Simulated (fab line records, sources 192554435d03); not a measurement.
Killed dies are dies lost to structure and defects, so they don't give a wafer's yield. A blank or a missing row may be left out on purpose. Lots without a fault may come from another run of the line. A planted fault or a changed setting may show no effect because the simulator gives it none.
Chamber matching | flow n5_finfet | N5_BEOL_M0_SAQP_ETCH_49 on rie_diel-01: 4 sister chambers
The step etches SiO2 in CF4/O2, target depth 37 nm. 8 wafers are shown with their chamber, then 7 later ones without.

WAFERS WITH THEIR CHAMBER
wafer  | chamber | showerhead_plenum_p_Torr (Torr) | drypump_motor_current_A (A)
L080.6 | 1       | 2.26                            | 5.47
L092.4 | 3       | 2.23                            | 5.18
L092.6 | 2       | 2.27                            | 5.69
L093.1 | 1       | 2.25                            | 5.45
L093.4 | 2       | 2.27                            | 5.77
L093.6 | 0       | 2.11                            | 5.44
L095.3 | 0       | 2.11                            | 5.44
L095.5 | 3       | 2.23                            | 5.18

WAFERS WITHOUT THEIR CHAMBER
wafer  | showerhead_plenum_p_Torr (Torr) | drypump_motor_current_A (A)
L095.6 | 2.11                            | 5.44
L096.1 | 2.11                            | 5.42
L096.4 | 2.25                            | 5.49
L096.6 | 2.23                            | 5.14
L097.1 | 2.23                            | 5.14
L097.2 | 2.25                            | 5.50
L097.3 | 2.11                            | 5.42

WHICH CHAMBER EACH WENT THROUGH
wafer  | from the rows above | in truth
L095.6 | 0                   | 0
L096.1 | 0                   | 0
L096.4 | 1                   | 1
L096.6 | 3                   | 3
L097.1 | 3                   | 3
L097.2 | 1                   | 1
L097.3 | 0                   | 0
Placed correctly: 7 of 7. Can't be placed from these rows: 0. Placed wrongly: 0.
How it was worked out, from the rows above alone: a wafer's distance from a chamber is the root of the sum, over the readings, of the square of ((its reading less the chamber's mean) divided by the reading's scatter). The wafer belongs to the nearest chamber; if the next one is less than 2 further off, it can't be placed. A chamber's mean is the mean of its shown wafers. The scatter: the root of (the sum of the squares of (reading less its chamber's mean) over the shown wafers, divided by (wafers less chambers)).
